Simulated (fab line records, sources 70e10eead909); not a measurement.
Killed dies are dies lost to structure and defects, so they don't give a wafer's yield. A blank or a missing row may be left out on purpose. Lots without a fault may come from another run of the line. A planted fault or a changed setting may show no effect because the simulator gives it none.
A struck lot beside a sound one | flow nand_harc | 16 steps out of a route of 1159
Sound: wafers L846.3, L846.4, L846.6. Struck: wafers L855.3, L855.5, L855.6. The cause comes at the end.
At each step with rows: each side's tool, then ch and its chambers, then its first start. Under that, the readings that differ: sound wafers | struck wafers | difference of the means | sigmas: that difference in standard deviations of wafers without a fault.
alike: readings whose means differ by less than 2 such deviations, and words and numbers that are the same on both sides. not compared: withheld readings, readings that some wafer has no value for, bounds like >300 that may hide the same value, and numbers for which the record gives no deviation and whose values overlap.
The two part at a step that has a row with sigmas, a row that says differs or no value, or rows on one side only. Numbers that don't overlap but have no deviation are shown without sigmas and don't part them. A reading that every wafer of one side lacks parts them only if that side has two wafers or more.

NHARC_P_M0_OVL_MEAS_10: pitch 180 nm.
  sound on overlay-02, day 6 05:16; struck on overlay-02, day 8 03:16
  alike: overlay_x_nm, overlay_y_nm
NHARC_P_M0_INSPECT_11:
  sound on defect_inspect-01, day 6 05:19; struck on defect_inspect-02, day 8 03:18
  alike: raw_defect_count
NHARC_P_M0_DESCUM_14: chemistry O2, time 3 s.
  sound on rie_diel-12 ch 0,1,3, day 6 05:22; struck on rie_diel-08 ch 1,2,3, day 8 03:23
  alike: drypump_motor_current_A, oes_product_au, rf_vpp_V, showerhead_plenum_p_Torr, throttle_valve_pct
  not compared: rf_hours_counter_h
then, 2 steps without rows for these wafers: NHARC_P_M0_ETCH_34 (etches the open film in N2/H2, target depth 40 nm, overetch 12 nm, time 43.94 s); NHARC_P_M0_ETCH_15 (etches the open film in C4F8/Ar, target depth 150 nm, overetch 15 nm, time 82.5 s).
NHARC_P_M0_CD_MEAS_16:
  sound on cd_sem-01, day 6 05:40; struck on cd_sem-03, day 8 03:40
  alike: cd_nm
then, 2 steps without rows for these wafers: NHARC_P_M0_STRIP_18 (strips in N2/H2); NHARC_P_M0_STRIP_19 (strips in post etch residue remover, time 600 s).
NHARC_P_M0_DEGAS_28: time 60 s.
  sound on pvd_sputter-03, day 6 06:17; struck on pvd_sputter-02, day 8 04:18
  alike: heater_power_w, susceptor_temp_C
NHARC_P_M0_PRE_CLEAN_29: time 30 s.
  sound on pvd_sputter-03; struck on pvd_sputter-02
  alike: heater_power_w, susceptor_temp_C
then, 1 step without rows for these wafers: NHARC_P_M0_PVD_20 (deposits TaN, target thk 5 nm, time 8.06 s).
NHARC_P_M0_PVD_21: deposits Cu, target thk 30 nm, time 20.49 s.
  sound on pvd_sputter-03; struck on pvd_sputter-02
  alike: substrate_temp_c, throttle_valve_pct
NHARC_P_M0_ECD_22: material Cu, target thk 400 nm.
  sound on ecd_cu-01 ch 0,1, day 6 06:46; struck on ecd_cu-02 ch 0,1, day 8 04:45
NHARC_P_M0_ANNEAL_30: time 90 s.
  sound on rtp_anneal-02 ch 0, day 6 07:08; struck on rtp_anneal-01 ch 0, day 8 05:08
  alike: wafer_temp_C_max
NHARC_P_M0_CMP_23: polishes, t overpolish 20 s, target thk 117.53 nm.
  sound on cmp-01 ch 2,3, day 6 07:23; struck on cmp-03 ch 1,2,3, day 8 05:26
  reading                | sound          | struck      | difference | sigmas
  time_to_endpoint_s (s) | 26.2 30.0 27.9 | 9.3 8.1 7.1 | -19.9      | -8
  alike: motor_current_A
-- the record jumps here: 14 days lie between the struck wafers' starts before and after (it left off in module P_M0 and takes up again in module END, whose first step shown is number 1159 of the route) --
NHARC_END_SORT_01:
  sound on prober-02 ch 0, day 19 18:07; struck on prober-01 ch 0, day 22 00:04
  reading                  | sound           | struck         | difference | sigmas
  defect_limited_yield (%) | 97.0 95.6 96.0  | 0.3 0 0.9      | -95.8      | -56
  killed_at_periphery      | 0 3 5           | 637 636 636    | +634       | +99 or more
  killed_dies              | 20 30 27        | 675 677 671    | +649       | +59
  sort_bin_2_pct (%)       | 1.0 1.3 1.6     | 95.4 95.9 96.2 | +94.5      | +99 or more
  sort_n_pass              | 657 647 650     | 2 0 6          | -649       | -59
  sort_rim_yield_pct (%)   | 100.0 95.3 94.3 | 0.9 0 4.7      | -94.7      | -38
  sort_yield_pct (%)       | 97.0 95.6 96.0  | 0.3 0 0.9      | -95.8      | -56
  alike: killed_at_array, killed_at_other, killed_open, killed_short, sort_bin_3_pct, sort_bin_4_pct

WHERE THEY PART
First at NHARC_P_M0_CMP_23; last, within this record, at NHARC_END_SORT_01.

WHY: what the simulator had put in
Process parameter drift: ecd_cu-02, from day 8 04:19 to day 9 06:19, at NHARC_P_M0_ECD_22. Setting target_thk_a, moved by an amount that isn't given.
